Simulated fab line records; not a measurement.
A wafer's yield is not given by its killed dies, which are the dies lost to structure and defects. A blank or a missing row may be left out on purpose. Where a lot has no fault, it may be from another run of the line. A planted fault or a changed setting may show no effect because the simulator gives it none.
fab line records -- flow nand-harc
record lots=12, wafers=36, last-day=30
route steps=1302 shown P_M1@302 P_M2@326 END@1302
lots that met no fault: from a run of the same line without faults
start-h: hours from the record's opening day to when the first of the lot's shown wafers began -- wait-h: hours elapsed since this lot's preceding step -- " same as the row above -- L1.1+2: a single row standing in for several wafers -- - either no value or no given start -- * or withheld: withheld -- < > ~ a bound
route shown NAME@n: a module of which the file shows steps, and the number in the route of the first -- usual: mean/standard deviation of fault-free wafers -- same: alike in all rows -- chamber/n: place in a boat -- sites: the reading at each site -- _std_site: standard deviation of those values -- _edge_site: mean of outer sites minus mean of inner sites -- radius-mm: how far each site lies from the wafer's centre -- mask NAME#n: copy n -- behind: tool/chamber where the wafer was last shaped -- hold: what put the lot on hold/how long, in hours/how the hold closed -- device: transistor that didn't switch, given as n, p or np -- end of line: the same wafers' tests at the end of the route -- for a step that has no rows: nothing shown but its recipe -- killed: dies that structure and defects cost at the first sort, which is not the same as the wafer's yield -- map: the dies of a wafer, with x for killed, . for not killed, _ for no die there
set.NAME: the setting the step ran with; set.NAME@STEP: the setting that earlier step ran with -- model.NAME: the simulator's own value behind a step, which no gauge read
steps of the route over a sample of lots; a table a step, a row a wafer
services: when a tool's chamber went out of use (start-h, in hours from the record's first day, below 0 if earlier), for how many hours, and the reason
## steps
# step NHARC_P_M1_STRIP_18
# recipe power-w=1000, n2-flow-sccm=150, h2-flow-sccm=150, ar-flow-sccm=0, bias-w=0, chemistry=N2/H2
# usual drypump-motor-current-A=5.7/0.47, oes-product-au=1.003/0.0099, rf-vpp-V=90.6/1.1, showerhead-plenum-p-Torr=2.04/0.12, throttle-valve-pct=14.169/0.0092
lot.wafer,tool,chamber,start-h,wait-h,drypump-motor-current-A,oes-product-au,rf-hours-counter-h,rf-vpp-V,showerhead-plenum-p-Torr,throttle-valve-pct
L514.1,rie-diel-01,2,130.51,0.1,6.3,1.017,5,91.9,2.19,14.182
L514.2,rie-diel-01,0,130.51,0.1,4.9,1.015,5,91.8,2.15,14.176
L514.5,rie-diel-01,2,130.51,0.1,6.3,1.014,-,91.3,2.19,14.175
L517.2,rie-diel-01,2,157.05,0.1,6.3,1.010,7,91.5,2.19,14.174
L517.3,rie-diel-01,3,157.05,0.1,5.9,1.004,8,89.7,1.91,14.146
L517.6,rie-diel-01,1,157.05,0.1,5.3,0.996,-,91.6,2.20,14.173
L519.4,rie-diel-02,3,170.42,0.1,5.4,0.996,10,90.3,2.18,14.162
L519.3,rie-diel-02,1,170.42,0.1,5.5,1.008,10,90.9,2.11,14.189
L519.5,rie-diel-02,3,170.42,0.1,5.4,1.010,-,91.8,2.18,14.164
L520.3,rie-diel-02,0,194.01,0.1,6.1,0.992,13,89.1,1.91,14.160
L520.6,rie-diel-02,3,194.01,0.1,5.4,1.000,-,91.3,2.18,14.156
L520.5,rie-diel-02,0,194.01,0.1,6.1,1.003,-,87.9,1.91,14.160
L522.1,rie-diel-02,1,205.65,0.1,5.5,1.012,14,90.2,2.10,14.154
L522.5,rie-diel-02,1,205.65,0.1,5.6,0.998,-,90.9,2.11,14.171
L522.6,rie-diel-02,2,205.65,0.1,5.6,0.989,-,91.8,1.96,14.171
L523.1,rie-diel-01,3,219.05,0.1,6.0,0.997,0,90.1,1.90,14.158
L523.6,rie-diel-01,1,219.05,0.1,5.3,1.017,-,92.1,2.20,14.166
L523.5,rie-diel-01,2,219.05,0.1,6.2,1.011,-,92.0,2.18,14.168
L524.3,rie-diel-01,2,234.28,0.1,6.3,1.011,2,92.5,2.18,14.176
L524.1,rie-diel-01,3,234.28,0.1,6.0,0.995,2,89.3,1.90,14.188
L524.6,rie-diel-01,1,234.28,0.1,5.3,1.016,-,91.6,2.20,14.177
L525.1,rie-diel-02,1,240.78,0.1,5.5,1.004,1,89.1,2.10,14.172
L525.3,rie-diel-02,3,240.78,0.1,5.4,1.002,1,93.3,2.18,14.171
L525.5,rie-diel-02,2,240.78,0.1,5.5,1.012,-,90.1,1.96,14.173
L526.1,rie-diel-13,1,254.13,0.1,6.7,1.009,20,89.2,1.92,14.169
L526.4,rie-diel-13,3,254.13,0.1,5.8,0.988,29,90.5,2.08,14.182
L526.5,rie-diel-13,1,254.13,0.1,6.7,1.012,-,91.0,1.92,14.155
L528.4,rie-diel-02,0,275.39,0.1,6.2,0.998,4,90.2,1.91,14.173
L528.1,rie-diel-02,1,275.39,0.1,5.5,1.018,5,91.4,2.10,14.153
L528.5,rie-diel-02,1,275.39,0.1,5.5,1.003,-,90.8,2.10,14.167
L527.3,rie-diel-13,1,276.45,0.1,6.7,1.010,30,91.5,1.92,14.162
L527.2,rie-diel-13,2,276.45,0.1,6.0,1.001,34,90.9,1.88,14.169
L527.1,rie-diel-13,0,276.45,0.1,5.0,1.001,38,91.1,2.04,14.155
L530.1,rie-diel-01,2,294.60,0.1,6.3,1.012,5,91.1,2.18,14.177
L530.3,rie-diel-01,3,294.60,0.1,5.9,0.987,5,87.9,1.90,14.189
L530.2,rie-diel-01,0,294.60,0.1,4.9,0.997,5,90.4,2.14,14.155
# step NHARC_P_M2_PEB_07
# recipe peb-temp-c=100, peb-time-s=65
# usual chill-plate-temp-C=23.02/0.12
lot.wafer,tool,chamber,start-h,wait-h,chill-plate-temp-C
L514.1,litho-track-04,0,134.22,0.1,22.95
L514.2,litho-track-04,0,134.22,0.1,22.96
L514.5,litho-track-04,0,134.22,0.1,22.96
L517.2,litho-track-04,0,160.67,0.1,23.20
L517.3,litho-track-04,0,160.67,0.1,23.28
L517.6,litho-track-04,0,160.67,0.1,23.08
L519.3,litho-track-04,0,173.93,0.0,23.13
L519.4,litho-track-04,0,173.93,0.0,23.18
L519.5,litho-track-04,0,173.93,0.0,23.24
L520.3,litho-track-01,0,197.50,0.0,23.06
L520.5,litho-track-01,0,197.50,0.0,23.10
L520.6,litho-track-01,0,197.50,0.0,23.12
L522.1,litho-track-06,0,209.16,0.1,22.91
L522.5,litho-track-06,0,209.16,0.1,22.99
L522.6,litho-track-06,0,209.16,0.1,23.19
L523.1,litho-track-01,0,222.54,0.1,23.07
L523.5,litho-track-01,0,222.54,0.1,22.78
L523.6,litho-track-01,0,222.54,0.1,22.93
L524.1,litho-track-06,0,237.74,0.1,23.17
L524.3,litho-track-06,0,237.74,0.1,22.98
L524.6,litho-track-06,0,237.74,0.1,23.08
L525.1,litho-track-01,0,244.33,0.1,23.07
L525.3,litho-track-01,0,244.33,0.1,23.07
L525.5,litho-track-01,0,244.33,0.1,23.11
L526.1,litho-track-01,0,257.63,0.1,22.83
L526.4,litho-track-01,0,257.63,0.1,22.99
L526.5,litho-track-01,0,257.63,0.1,23.07
L528.1,litho-track-01,0,279.02,0.1,23.08
L528.4,litho-track-01,0,279.02,0.1,23.02
L528.5,litho-track-01,0,279.02,0.1,23.18
L527.1,litho-track-01,0,280.00,0.1,23.10
L527.2,litho-track-01,0,280.00,0.1,23.01
L527.3,litho-track-01,0,280.00,0.1,23.01
L530.1,litho-track-01,0,298.04,0.1,23.02
L530.2,litho-track-01,0,298.04,0.1,23.04
L530.3,litho-track-01,0,298.04,0.1,23.09
# step NHARC_P_M2_CD_MEAS_09
# recipe target-cd-nm=170, landing-energy-ev=500
# usual cd-nm=170.2/0.59
lot.wafer,tool,chamber,start-h,wait-h,cd-nm
L514.1,cd-sem-03,0,134.30,-,170.4
L514.2,cd-sem-03,0,134.30,-,170.3
L514.5,cd-sem-03,0,134.30,-,169.7
L517.2,cd-sem-01,0,160.75,-,170.6
L517.3,cd-sem-01,0,160.75,-,170.0
L517.6,cd-sem-01,0,160.75,-,170.0
L519.3,cd-sem-01,0,174.01,-,170.6
L519.4,cd-sem-01,0,174.01,-,170.3
L519.5,cd-sem-01,0,174.01,-,171.5
L520.3,cd-sem-03,0,197.58,-,169.9
L520.5,cd-sem-03,0,197.58,-,169.9
L520.6,cd-sem-03,0,197.58,-,169.7
L522.1,cd-sem-01,0,209.24,-,170.9
L522.5,cd-sem-01,0,209.24,-,169.3
L522.6,cd-sem-01,0,209.24,-,171.8
L523.1,cd-sem-02,0,222.61,-,170.2
L523.5,cd-sem-02,0,222.61,-,169.7
L523.6,cd-sem-02,0,222.61,-,169.3
L524.1,cd-sem-02,0,237.81,-,170.4
L524.3,cd-sem-02,0,237.81,-,170.5
L524.6,cd-sem-02,0,237.81,-,171.0
L525.1,cd-sem-01,0,244.41,-,169.7
L525.3,cd-sem-01,0,244.41,-,169.9
L525.5,cd-sem-01,0,244.41,-,169.9
L526.1,cd-sem-02,0,257.71,-,169.4
L526.4,cd-sem-02,0,257.71,-,171.0
L526.5,cd-sem-02,0,257.71,-,169.8
L528.1,cd-sem-03,0,279.10,-,170.1
L528.4,cd-sem-03,0,279.10,-,169.5
L528.5,cd-sem-03,0,279.10,-,170.0
L527.1,cd-sem-02,0,280.08,-,174.2
L527.2,cd-sem-02,0,280.08,-,174.7
L527.3,cd-sem-02,0,280.08,-,174.7
L530.1,cd-sem-01,0,298.12,-,174.1
L530.2,cd-sem-01,0,298.12,-,174.3
L530.3,cd-sem-01,0,298.12,-,174.2
# step NHARC_P_M2_OVL_MEAS_10
# recipe pitch-nm=340
# usual overlay-x-nm=0.0/0.71, overlay-y-nm=0.0/0.84
lot.wafer,tool,chamber,start-h,wait-h,overlay-x-nm,overlay-y-nm
L514.1,overlay-01,-,134.39,-,0.4,-1.0
L514.2,overlay-01,-,134.39,-,-0.4,-0.8
L514.5,overlay-01,-,134.39,-,-0.5,-0.9
L517.2,overlay-01,-,160.84,-,-0.6,-0.8
L517.3,overlay-01,-,160.84,-,-0.2,-0.7
L517.6,overlay-01,-,160.84,-,-0.9,-0.1
L519.3,overlay-02,-,174.11,-,0.0,0.2
L519.4,overlay-02,-,174.11,-,-0.1,-0.1
L519.5,overlay-02,-,174.11,-,-0.2,0.1
L520.3,overlay-02,-,197.66,-,1.4,-0.4
L520.5,overlay-02,-,197.66,-,1.8,-0.4
L520.6,overlay-02,-,197.66,-,1.4,-0.1
L522.1,overlay-01,-,209.32,-,-0.4,1.0
L522.5,overlay-01,-,209.32,-,0.0,0.8
L522.6,overlay-01,-,209.32,-,-0.3,0.3
L523.1,overlay-02,-,222.70,-,-0.2,0.1
L523.5,overlay-02,-,222.70,-,0.0,0.6
L523.6,overlay-02,-,222.70,-,0.5,0.5
L524.1,overlay-01,-,237.90,-,-0.3,1.2
L524.3,overlay-01,-,237.90,-,-0.3,0.7
L524.6,overlay-01,-,237.90,-,-1.3,0.6
L525.1,overlay-01,-,244.50,-,-0.1,-1.1
L525.3,overlay-01,-,244.50,-,0.0,-0.9
L525.5,overlay-01,-,244.50,-,0.1,-1.0
L526.1,overlay-02,-,257.80,-,0.1,-0.8
L526.4,overlay-02,-,257.80,-,-0.1,-0.7
L526.5,overlay-02,-,257.80,-,-0.4,-0.8
L528.1,overlay-01,-,279.19,-,1.0,-0.7
L528.4,overlay-01,-,279.19,-,1.0,-0.8
L528.5,overlay-01,-,279.19,-,1.5,-0.6
L527.1,overlay-02,-,280.16,-,-0.3,-0.5
L527.2,overlay-02,-,280.16,-,-0.7,-0.9
L527.3,overlay-02,-,280.16,-,-1.0,-0.2
L530.1,overlay-02,-,298.21,-,0.3,1.9
L530.2,overlay-02,-,298.21,-,0.5,1.8
L530.3,overlay-02,-,298.21,-,0.0,1.5
# step NHARC_P_M2_ETCH_28
# recipe target-depth-a=300, over-etch-frac=0.3, time-s=72.99, ion-energy-ev=150, cf4-flow-sccm=50, n2-flow-sccm=100, ar-flow-sccm=150, rf-w=300, bias-w=100, chemistry=CF4/N2
# usual drypump-motor-current-A=5.8/0.41, oes-product-au=0.997/0.011, rf-vpp-V=314.3/2.3, showerhead-plenum-p-Torr=2.64/0.13, throttle-valve-pct=19.794/0.01
lot.wafer,tool,chamber,start-h,wait-h,drypump-motor-current-A,oes-product-au,rf-hours-counter-h,rf-vpp-V,showerhead-plenum-p-Torr,throttle-valve-pct
L514.1,rie-diel-12,2,-,-,5.6,0.983,2.1,314.4,2.65,19.772
L514.2,rie-diel-12,0,-,-,6.0,1.005,2.7,311.1,2.49,19.795
L514.5,rie-diel-12,1,-,-,6.2,0.978,-,311.0,2.50,19.789
L517.2,rie-diel-04,1,-,-,5.4,0.985,9.0,317.1,2.81,19.794
L517.3,rie-diel-04,2,-,-,5.7,0.981,10.3,315.3,2.70,19.783
L517.6,rie-diel-04,3,-,-,6.5,1.007,-,316.4,2.81,19.785
L519.3,rie-diel-12,0,-,-,6.0,1.019,6.5,311.7,2.49,19.774
L519.4,rie-diel-12,0,-,-,6.0,1.009,-,311.1,2.49,19.784
L519.5,rie-diel-12,1,-,-,6.2,0.976,-,311.9,2.50,19.804
L520.3,rie-diel-12,3,-,-,5.8,0.995,5.3,310.5,2.45,19.790
L520.6,rie-diel-12,1,-,-,6.2,0.990,-,311.6,2.50,19.796
L520.5,rie-diel-12,2,-,-,5.6,0.989,-,314.8,2.64,19.782
L522.1,rie-diel-04,1,-,-,5.4,0.988,0.4,317.7,2.81,19.818
L522.5,rie-diel-04,1,-,-,5.4,1.005,-,315.4,2.81,19.792
L522.6,rie-diel-04,2,-,-,5.7,0.983,-,315.1,2.70,19.790
L523.1,rie-diel-04,1,-,-,5.4,0.998,1.5,318.2,2.81,19.791
L523.5,rie-diel-04,2,-,-,5.7,0.994,-,313.5,2.70,19.779
L523.6,rie-diel-04,3,-,-,6.5,0.986,-,317.7,2.81,19.815
L524.3,rie-diel-03,1,-,-,6.3,0.989,4.8,316.7,2.79,19.792
L524.1,rie-diel-03,2,-,-,5.7,0.986,6.0,310.8,2.47,19.774
L524.6,rie-diel-03,3,-,-,5.0,1.007,-,316.1,2.72,19.796
L525.1,rie-diel-04,1,-,-,5.4,1.006,2.0,317.1,2.81,19.791
L525.3,rie-diel-04,0,-,-,5.5,0.998,2.1,314.9,2.70,19.799
L525.5,rie-diel-04,1,-,-,5.4,0.999,-,315.9,2.81,19.802
L526.1,rie-diel-12,2,-,-,5.6,0.987,8.4,315.1,2.64,19.794
L526.4,rie-diel-12,3,-,-,5.8,0.983,8.0,312.5,2.45,19.785
L526.5,rie-diel-12,3,-,-,5.8,0.988,-,310.9,2.45,19.799
L528.4,rie-diel-03,2,-,-,5.7,0.980,8.2,310.2,2.47,19.794
L528.1,rie-diel-03,3,-,-,5.0,1.005,8.5,314.7,2.72,19.794
L528.5,rie-diel-03,3,-,-,4.9,1.010,-,315.8,2.72,19.784
L527.2,rie-diel-04,0,-,-,5.5,0.991,4.4,315.7,2.70,19.802
L527.1,rie-diel-04,1,-,-,5.4,0.996,4.3,316.5,2.81,19.796
L527.3,rie-diel-04,2,-,-,5.7,0.983,3.2,314.9,2.70,19.812
L530.1,rie-diel-12,2,-,-,5.6,0.989,0.4,314.5,2.64,19.798
L530.3,rie-diel-12,0,-,-,6.0,1.018,0.3,310.3,2.49,19.800
L530.2,rie-diel-12,1,-,-,6.2,0.978,0.4,312.3,2.49,19.805
# step NHARC_END_SORT_01
# recipe temp-c=25
# usual defect-limited-yield=91.2/2.6, killed-at-array=55/17, killed-at-other=1.1/1.6, killed-at-periphery=3.8/2.5, killed-dies=60/18, killed-open=3.3/1.9, killed-short=2.5/1.7
# same gross-dies=677
lot.wafer,tool,chamber,start-h,wait-h,defect-limited-yield[%],killed-at-array,killed-at-other,killed-at-periphery,killed-dies,killed-open,killed-short
L527.3,prober-02,0,717.14,3.1,90.8,58,0,4,62,0,2
# killed by level:class
L527.3 A_CHANNEL_HOLE_D1:chamber-film-flake=25 A_CHANNEL_HOLE_D2:chamber-film-flake=23 A_STAIRCASE:chamber-film-flake=4 P_M2:chamber-film-flake=2 A_CONTACT:chamber-film-flake=2 P_M0:geometric-particle:short=1 A_CHANNEL_FILL_D1:geometric-particle:short=1 P_GATE:chamber-film-flake=1
## services
tool,chamber,start-h,hours,kind
rie-diel-04,-,115.13,0.1,repair
rie-diel-03,1,118.85,6.8,repair
rie-diel-12,3,135.05,6.8,repair
rie-diel-13,3,143.35,11.6,repair
rie-diel-13,0,146.16,4.6,repair
litho-track-01,-,155.00,7.0,pm
rie-diel-13,-,165.27,9.0,pm
rie-diel-12,3,174.38,8.2,repair
rie-diel-13,1,176.96,12.6,repair
rie-diel-04,-,177.90,9.0,pm
litho-track-06,-,179.00,7.0,pm
rie-diel-01,-,189.91,0.9,repair
rie-diel-03,1,193.36,5.2,repair
rie-diel-13,1,200.62,11.4,repair
litho-track-04,-,203.00,7.0,pm
rie-diel-01,-,203.82,9.0,pm
rie-diel-02,-,216.70,9.0,pm
rie-diel-01,0,230.88,14.8,repair
rie-diel-03,0,236.72,1.6,repair
rie-diel-02,1,253.46,3.1,repair
rie-diel-01,2,261.29,4.9,repair
rie-diel-12,-,268.40,9.0,pm
rie-diel-13,1,277.35,7.3,repair
rie-diel-01,1,285.59,5.6,repair
## key
first-sign step=NHARC_P_M2_CD_MEAS_09, reading=cd-nm, direction=up, sigmas=7.1, usual=170.2, struck=174.4, through=control-loop
effect none on later readings
met-at NHARC_P_M2_PEB_07
struck-lots L527,L530
loop-trim step=NHARC_P_M2_EXPOSE_06, setting=dose, lots=L530
not-acting-at NHARC_P_M1_STRIP_18,NHARC_P_M2_OVL_MEAS_10,NHARC_P_M2_ETCH_28
onset-between 279.02 280.00
also-fits time
fault kind=process-parameter-drift, tool=litho-track-01, chamber=-, onset-h=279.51, steps=NHARC_P_M2_PEB_07, channel=peb-time-s, offset=*, shape=step, end-h=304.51, acts-in=*, stated=*
# loop-trim: a control loop set the setting to another value than it would have without faults
